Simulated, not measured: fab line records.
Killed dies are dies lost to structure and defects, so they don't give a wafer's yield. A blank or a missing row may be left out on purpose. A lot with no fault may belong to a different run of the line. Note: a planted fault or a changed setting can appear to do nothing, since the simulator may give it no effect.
fab line records    flow n5_finfet
record: lots: 3  wafers: 8  last_day: 15
route steps=1938 shown DUMMY_REMOVAL@377 HKMG_FIN@385 BEOL_M4@1111 PASSIVATION@1936
lots untouched by any fault: they come from a run of this same line in which no faults occurred
start_h: start of the lot's first displayed wafer, in hours after the record's first day    wait_h: how many hours have passed since the lot's step before this one    " as in the row above    L1.1+2: a single row standing in for several wafers    - no value present, or no start provided    * or withheld: withheld    < > ~ a bound
route shown NAME@n: names a module that has steps shown in the file, with the first one's number in the route    usual: mean/standard deviation of fault-free wafers    same: alike in all rows    chamber/n: place in a boat    sites: the reading at each site    _std_site: the values' standard deviation    _edge_site: mean of outer sites minus mean of inner sites    radius_mm: how far each site lies from the wafer's centre    mask NAME#n: copy n    behind: tool/chamber where the wafer was last shaped    hold: what put the lot on hold/how long, in hours/how the hold closed    device: which transistor (n, p or np) failed to switch    end of line: at the end of the route, the tests of the same wafers    a step with no rows: only its recipe    killed: at the first sort, the dies lost to defects and structure; wafer yield is something else    map: the dies of a wafer, with x for killed, . for not killed, _ for no die there
set.NAME: the setting that was run; set.NAME@STEP: the one run at that earlier step    model.NAME: the simulator's own value behind a step, which no gauge read
lots at some steps of the route; a table a step, a row a wafer
== steps ==
step: N5_DUMMY_REMOVAL_HM_STRIP_01
recipe: chemistry: CH3F/O2  material: SiNx  target_depth_a: 40  stop_on: poly-Si  time_s: 6.8  over_etch_frac: 0.3  ion_energy_ev: 60  power_w: 410  bias_w: 29  Ar_flow_sccm: 150  CH3F_flow_sccm: 30  O2_flow_sccm: 20
step: N5_DUMMY_REMOVAL_STRIP_10
recipe: chemistry: N2/H2  time_s: 40  power_w: 100  temp_c: 40  pressure_mtorr: 100  rf_frequency_hz: 6e+07  bias_power_w: 3  n2_flow_sccm: 300  h2_flow_sccm: 300
step: N5_DUMMY_REMOVAL_PRECLEAN_07
recipe: chemistry: dHF  time_s: 30  temp_c: 25  dilution: withheld
step: N5_DUMMY_REMOVAL_DUMMY_REMOVE_02
recipe: chemistry: TMAH  temp_c: 70  target: poly-Si  stop_on: SiO2  target_depth_nm: 142  conc_wt_pct: 5  time_s: 57  dry: ipa_marangoni  rinse_time_s: 30  rinse_temp_c: 23
step: N5_DUMMY_REMOVAL_PRECLEAN_08
recipe: chemistry: NF3:NH3  afs_cycles: 2  temp_c: 30  time_s: 20  sublimation_temp_c: 180  sublimation_time_s: 60  pressure_torr: 3  rf_power_w: 30
step: N5_DUMMY_REMOVAL_PRECLEAN_04
recipe: chemistry: DHF  time_s: 37  temp_c: 25  dilution: 500:1
step: N5_DUMMY_REMOVAL_SRD_05
recipe: dry: ipa_marangoni  do_ppb: 5  time_s: 30  temp_c: 23  rinse_liquid: diw
step: N5_HKMG_FIN_IL_REGROW_00
recipe: material: SiO2  target_thk_a: 7.5  chemistry: O3  temp_c: withheld  time_s: 30
step: N5_HKMG_FIN_HK_ALD_01
recipe: material: HfO2  target_thk_a: 16  temp_c: withheld  ald_precursor_family: HfCl4  ald_co_reactant: H2O  pulse_time_s: 3  purge_time_s: 3  co_reactant_purge_time_s: 2.5  co_reactant_pulse_time_s: 0.3  ald_cycles: 30
step: N5_HKMG_FIN_HK_ANNEAL_02
recipe: temp_c: 700  time_s: 30  ambient: N2  idle_temp_c: 600  ramp_up_c_per_s: 150  ramp_down_c_per_s: 60  cool_to_c: 600
step: N5_HKMG_FIN_ALD_74
recipe: material: La2O3  target_thk_a: 5  temp_c: 250  ald_precursor_family: La-Cp  ald_co_reactant: O3  pulse_time_s: 6  co_reactant_pulse_time_s: 1  purge_time_s: 3  co_reactant_purge_time_s: 3
usual: heater_power_w: 355/54  precursor_pulse_height_rel: 0.999/0.018
lot.wafer  tool       chamber  start_h  wait_h  heater_power_w  precursor_pulse_height_rel
L701.3     ald_hk-02  3        83.88    0.1     325             0.994
L701.5     "          1        "        "       451             0.995
L701.6     "          2        "        "       358             0.987
L709.2     ald_hk-02  1        136.88   0.2     446             1.020
L709.3     "          0        "        "       380             0.997
L715.2     ald_hk-03  1        170.72   0.2     303             0.991
L715.4     "          2        "        "       323             1.024
L715.5     "          1        "        "       299             0.991
step: N5_HKMG_FIN_ALD_75
recipe: material: Al2O3  target_thk_a: 10  temp_c: 150  ald_precursor_family: TMA  ald_co_reactant: H2O  pulse_time_s: withheld  co_reactant_pulse_time_s: 1
step: N5_HKMG_FIN_COAT_41
recipe: resist: SOC  temp_c: 250  time_s: 60  spin_rpm: 1500  resist_thk_nm: 300
step: N5_HKMG_FIN_COAT_42
recipe: resist: SiARC  temp_c: 220  time_s: 60  spin_rpm: 1500  resist_thk_nm: 35
step: N5_HKMG_FIN_COAT_43
recipe: resist: CAR-ArF  spin_rpm: 1500  resist_thk_nm: 90
step: N5_HKMG_FIN_EBR_45
recipe: solvent: PGMEA  ebr_width_mm: 1.5
step: N5_HKMG_FIN_SOFTBAKE_44
recipe: temp_c: 110  time_s: 60  resist: CAR-ArF
step: N5_HKMG_FIN_EXPOSE_46
recipe: mask_id: NDIPOLE  na: 1.35  source_shape: conventional  sigma_outer: 0.8  polarization: unpolarized  dose_mj: 40
step: N5_HKMG_FIN_PEB_47
recipe: peb_temp_c: withheld  peb_time_s: 60  resist: CAR-ArF
step: N5_HKMG_FIN_DEVELOP_48
recipe: develop_time_s: 30  developer: TMAH  resist: CAR-ArF  rinse_liquid: diw  dry: air_spin  dev_temp_c: 23
step: N5_HKMG_FIN_DESCUM_53
recipe: chemistry: O2  time_s: 7.9  source_power_w: 50  bias_power_w: 20  pressure_mtorr: 20  rf_frequency_hz: 2.712e+07  temp_c: 40  resist: CAR-ArF  o2_flow_sccm: 225
step: N5_HKMG_FIN_ETCH_54
recipe: chemistry: CF4  target: SiARC  target_depth_a: 455  mask_material: CAR-ArF  time_s: 75.8  ion_energy_ev: 80  pressure_mtorr: 40  source_w: 545  bias_w: 36  Ar_flow_sccm: 100  cf4_flow_sccm: 100  ends: cleared
step: N5_HKMG_FIN_ETCH_55
recipe: chemistry: N2/H2  target: SOC  target_depth_a: 2400  temp_c: 40  time_s: 300  ion_energy_ev: 200  mask_material: SiARC  pressure_mtorr: 30  source_w: 840  bias_w: 150  n2_flow_sccm: 200  h2_flow_sccm: 200
step: N5_HKMG_FIN_STRIP_56
recipe: chemistry: N2/H2  temp_c: 40  n2_flow_sccm: 200  h2_flow_sccm: 200  rf_frequency_hz: 6e+07
step: N5_HKMG_FIN_STRIP_57
recipe: chemistry: CF4  resist: SiARC  power_w: 300  bias_power_w: 75  pressure_mtorr: 50  cf4_flow_sccm: 150  rf_frequency_hz: 6e+07
step: N5_HKMG_FIN_ETCH_58
recipe: chemistry: N2/H2  target: SOC  target_depth_a: 2158  ion_energy_ev: 50  bias_w: 13  time_s: 741  pressure_mtorr: 30  source_w: 875  n2_flow_sccm: 200  h2_flow_sccm: 200
step: N5_HKMG_FIN_STRIP_93
recipe: chemistry: N2/H2  material: SOC  time_s: 20  power_w: 500  temp_c: 40  pressure_mtorr: 50  rf_frequency_hz: 6e+07  bias_power_w: 8  h2_frac: 0.5  n2_flow_sccm: 300  h2_flow_sccm: 300
step: N5_HKMG_FIN_WET_ETCH_76
recipe: chemistry: dNH4OH  mix: 1:50  temp_c: 25  target: Al2O3  stop_on: La2O3  target_depth_nm: 2.25  dry: ipa_marangoni  rinse_time_s: 30  rinse_temp_c: 23
step: N5_HKMG_FIN_STRIP_60
recipe: chemistry: N2/H2  power_w: 2500  temp_c: 300  h2_frac: 0.65  time_s: 360  pressure_mtorr: withheld  n2_flow_sccm: 1750  h2_flow_sccm: 3250
step: N5_HKMG_FIN_WET_ETCH_77
recipe: chemistry: dHCl  mix: 1:10000  temp_c: 25  target: La2O3  stop_on: HfO2  target_depth_nm: 2
step: N5_HKMG_FIN_WET_ETCH_78
recipe: chemistry: dNH4OH  mix: 1:50  temp_c: 25  target: Al2O3  stop_on: La2O3  target_depth_nm: 4.5  dry: ipa_marangoni  rinse_time_s: 30  rinse_temp_c: 23
step: N5_HKMG_FIN_ALD_79
recipe: material: TiN  target_thk_a: 15  temp_c: 400  ald_precursor_family: TiCl4  ald_co_reactant: NH3  pulse_time_s: 1  purge_time_s: 3  co_reactant_purge_time_s: 2  co_reactant_pulse_time_s: 2  ald_cycles: 68  pressure_torr: 3
step: N5_HKMG_FIN_CVD_62
recipe: material: a-Si  target_thk_a: 30  temp_c: 500  precursor: Si2H6  pressure_torr: 1  time_s: 20.8
step: N5_HKMG_FIN_RTA_80
recipe: temp_c: withheld  time_s: 2  ambient: N2  idle_temp_c: 600  ramp_up_c_per_s: 150  ramp_down_c_per_s: 60  cool_to_c: 600
step: N5_HKMG_FIN_PRECLEAN_64
recipe: chemistry: dHF  time_s: 30  temp_c: 25  dilution: withheld
step: N5_HKMG_FIN_WET_ETCH_65
recipe: chemistry: TMAH  temp_c: 70  conc_wt_pct: 5  target: a-Si  stop_on: TiN  time_s: 49  target_depth_nm: 3
step: N5_HKMG_FIN_WET_ETCH_81
recipe: chemistry: SC1  target: TiN  stop_on: HfO2  mix: 1:1:5  temp_c: 60  time_s: 57  target_depth_nm: 6
step: N5_BEOL_M4_RC_MEAS_101
usual: DIBL_N: 36.8/2.1  DIBL_P: 37.1/2.2  IOFF_N: 0.18/0.037  IOFF_P: 0.23/0.041  IOFF_P_85C: 3.9/0.58  IOFF_P_LIN: 0.105/0.015  IOFF_P_LONG: 0.000106/9.9e-06  ION_N: 682/13  ION_P: 467/8.6  SS_N: 71.7/0.61  SS_P: 73.5/0.6  VT_N: 248/3.4  VT_N_LVT: 97/3.3  VT_P: -249/3.5  VT_P_LONG: -275/3.1
lot.wafer  tool       chamber  start_h  wait_h  DIBL_N[mV/V]  DIBL_P[mV/V]  IOFF_N[nA/um]  IOFF_P[nA/um]  IOFF_P_85C[nA/um]  IOFF_P_LIN[nA/um]  IOFF_P_LONG[nA/um]  ION_N[uA/um]  ION_P[uA/um]  SS_N[mV/dec]  SS_P[mV/dec]  VT_N[mV]  VT_N_LVT[mV]  VT_P[mV]  VT_P_LONG[mV]
L701.3     prober-01  0        183.20   0.3     32.4          32.9          0.10           0.14           2.5                0.071              9.9e-05             651           443           70.8          72.1          255       103           -257      -281
L701.5     "          0        "        "       35.7          37.0          0.14           0.18           3.3                0.089              0.000101            665           455           71.1          73.1          250       101           -256      -274
L701.6     "          0        "        "       35.5          37.1          0.15           0.19           3.4                0.091              0.0001              673           457           71.2          72.5          253       98            -254      -279
L709.2     prober-02  0        234.04   0.2     39.9          42.8          0.27           0.86           11.9               0.371              0.000241            712           525           72.3          74.2          241       121           -217      -248
L709.3     "          0        "        "       36.3          38.2          0.17           0.20           3.5                0.094              9.7e-05             684           463           71.8          74.1          247       95            -252      -280
L715.2     prober-01  0        263.16   0.2     36.6          37.6          0.16           0.22           3.9                0.104              0.000114            676           461           71.4          73.8          250       102           -249      -272
L715.4     "          0        "        "       35.5          36.5          0.15           0.21           3.8                0.105              0.000119            685           474           71.2          72.7          251       102           -250      -275
L715.5     "          0        "        "       37.9          38.6          0.19           0.25           4.3                0.115              0.000114            687           471           71.3          73.8          250       98            -247      -275
step: N5_PASSIVATION_PROBE_49
usual: defect_limited_yield: 91.0/1.4  killed_at_M0_to_M3: 35/10  killed_at_M4_up: 13/6  killed_at_contacts: 13/6.4  killed_at_front_end: 42/12  killed_at_other: 3.2/2.4  killed_dies: 107/17  killed_open: 69/13  killed_short: 33/7.3  sort_bin_4_leakage: 0.00/0.022  sort_bin_5_function: 5.3/0.92  sort_bin_6_memory: 3.3/0.66  sort_n_pass: 1073/17  sort_yield_pct: 90.9/1.4
same: gross_dies: 1180  killed_at_back_side: 0  sort_bin_8_speed[%]: 0
lot.wafer  tool       chamber  start_h  wait_h  defect_limited_yield[%]  killed_at_M0_to_M3  killed_at_M4_up  killed_at_contacts  killed_at_front_end  killed_at_other  killed_dies  killed_open  killed_short  sort_bin_4_leakage[%]  sort_bin_5_function[%]  sort_bin_6_memory[%]  sort_n_pass  sort_yield_pct[%]
L709.2     prober-01  -        337.77   0.1     93.1                     29                  9                16                  27                   1                82           52           25            88.05                  4.4                     2.4                   59           5.0
L715.2     prober-01  -        369.01   0.1     90.3                     37                  17               21                  28                   11               114          83           27            0                      5.1                     4.2                   1066         90.3
L715.4     prober-01  -        369.11   0.2     89.8                     51                  10               13                  45                   1                120          78           32            0                      6.0                     3.6                   1060         89.8
L715.5     prober-01  -        369.16   0.2     91.2                     42                  11               22                  27                   2                104          61           34            0                      5.0                     3.2                   1076         91.2
killed by level:class
L709.2 MOL_CONTACT_COAG:geometric_particle:open=14 BEOL_M0_SAQP:geometric_particle:short=8 BEOL_M0_SAQP:geometric_particle:open=8 BEOL_M4:geometric_particle:open=5 BEOL_M1:geometric_particle:open=4 FIN_SAQP:geometric_particle:open=3 FIN_SAQP:geometric_particle:short=3 STI_FIN_REVEAL:geometric_particle:open=3
L715.2 MOL_CONTACT_COAG:geometric_particle:open=17 BEOL_M2:geometric_particle:open=14 BEOL_M3:geometric_particle:open=12 BEOL_M5:geometric_particle:open=6 FIN_SAQP:geometric_particle:open=4 DUMMY_GATE:geometric_particle:open=4 MIM_TOP:geometric_particle:open=4 FIN_SAQP:geometric_particle:short=3
L715.4 BEOL_M2:geometric_particle:open=17 STI_FIN_REVEAL:geometric_particle:open=13 BEOL_M0_SAQP:geometric_particle:open=8 GATE_CUT:geometric_particle:short=7 BEOL_M0_SAQP:geometric_particle:short=7 MOL_CONTACT_COAG:geometric_particle:open=6 BEOL_M1:geometric_particle:open=6 BEOL_M3:geometric_particle:open=6
L715.5 MOL_CONTACT_COAG:geometric_particle:open=13 BEOL_M0_SAQP:geometric_particle:open=13 BEOL_M2:geometric_particle:open=12 BEOL_M0_SAQP:geometric_particle:short=9 MOL_CONTACT_COAG:geometric_particle:short=7 HKMG_FIN:area_etch=6 GATE_CUT:geometric_particle:short=5 FIN_SAQP:geometric_particle:short=3
map L709.3 (x killed, . not)
_________________.x..........________________
______________......x..........._____________
___________.......x......x....x....__________
__________...x..........x..x.....x.._________
________xx..........x.x....x.........._______
_______.............x..................______
______......x.x.........x...x..........._____
_____xx..........x..x....x..x......x.....____
____...x.x...............x....x.........x.___
___........................................__
___.......xx.x...x..x.............x........__
__....................x...............x...x._
__...........x.....x................x....x.x_
_............x..........x....................
_...x...........................xx...........
_..........x............x.........x......x...
_...x.....x..x.............xx................
_.....x.x...................................x
_........x............x............x...x.....
_.................x........x.................
_........x........x..x.....x...xxx...x.......
__..x...x...............x.............x....._
__....xx............x.....x..x.............x_
___..................................x.....__
___........x.................x..........x..__
____..x...x.....x...................xx....___
_____............x.......x...............____
______x...x............x...x............_____
_______............................x.x.______
________....x................x......x._______
__________....xx..x...x............._________
___________....x............x......__________
______________.................._____________
_________________............________________
map L701.6 (x killed, . not)
_________________x.......xx..________________
______________.....x.........x.._____________
___________.....................x..__________
__________..................x...x..x_________
________....x..x.x.............x.x..x._______
_______...........xx.......x...........______
______..x..x............xx..x.....x....._____
_____.................................xx.____
____...x.......x..x.......................___
___..x.........x.xx..xx.....x..............__
___.x..........x...x..x....................__
__x...x.....................x.......x......._
__..................x................x......_
_.....x......x.............x..........x..x...
_.......x....xx.x...x....xx.........x.x......
_...............................x.x..........
_....................x........x.....x....x...
_...xx....x...................x..............
_....xx.......x.x..........x...............x.
_....x.x......x..x.x.x..........x..x.x.......
_......x.........x..x.x..x....x..............
__.......x...x....xx..........x.x.....x....._
__...............................x...x...xx._
___..x..xx.........x..............x........__
___...x.......x.x..xx...x...xx.......xx...x__
____..x...........x........x......x....x..___
_____......................xx.x...xx..xx.____
______......x...x.........x...........x._____
_______....................x...xx......______
________..x......x...................._______
__________...........x....x.x.....xx_________
___________x..x.....x.......x......__________
______________.....x....x..x...._____________
_________________............________________
== key ==
first_sign: step: N5_BEOL_M4_RC_MEAS_101  reading: IOFF_P_LIN  direction: up  sigmas: 18  usual: 0.105  struck: 0.371
effect: step: N5_BEOL_M4_RC_MEAS_101  reading: IOFF_P  direction: up  sigmas: 15  usual: 0.23  struck: 0.86
effect: step: N5_BEOL_M4_RC_MEAS_101  reading: IOFF_P_85C  direction: up  sigmas: 14  usual: 3.9  struck: 11.9
effect: step: N5_BEOL_M4_RC_MEAS_101  reading: IOFF_P_LONG  direction: up  sigmas: 14  usual: 0.000106  struck: 0.000241
effect: step: N5_BEOL_M4_RC_MEAS_101  reading: VT_P  direction: up  sigmas: 9.2  usual: -249  struck: -217
effect: step: N5_BEOL_M4_RC_MEAS_101  reading: VT_P_LONG  direction: up  sigmas: 8.5  usual: -275  struck: -248
effect: step: N5_BEOL_M4_RC_MEAS_101  reading: VT_N_LVT  direction: up  sigmas: 7.1  usual: 97  struck: 121
effect: step: N5_BEOL_M4_RC_MEAS_101  reading: ION_P  direction: up  sigmas: 6.7  usual: 467  struck: 525
effect: step: N5_PASSIVATION_PROBE_49  reading: sort_bin_4_leakage  direction: up  sigmas: 99+  usual: 0.00  struck: 88.05
met_at N5_HKMG_FIN_ALD_74
struck_wafers L709.2
onset_between 83.88 136.88
fault: kind: process_parameter_drift  tool: ald_hk-02  chamber: -  onset_h: 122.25  steps: N5_HKMG_FIN_ALD_74  channel: target_thk_a  offset: *  shape: step  end_h: 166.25  scope: struck_wafers_only  acts_in: *  stated: *
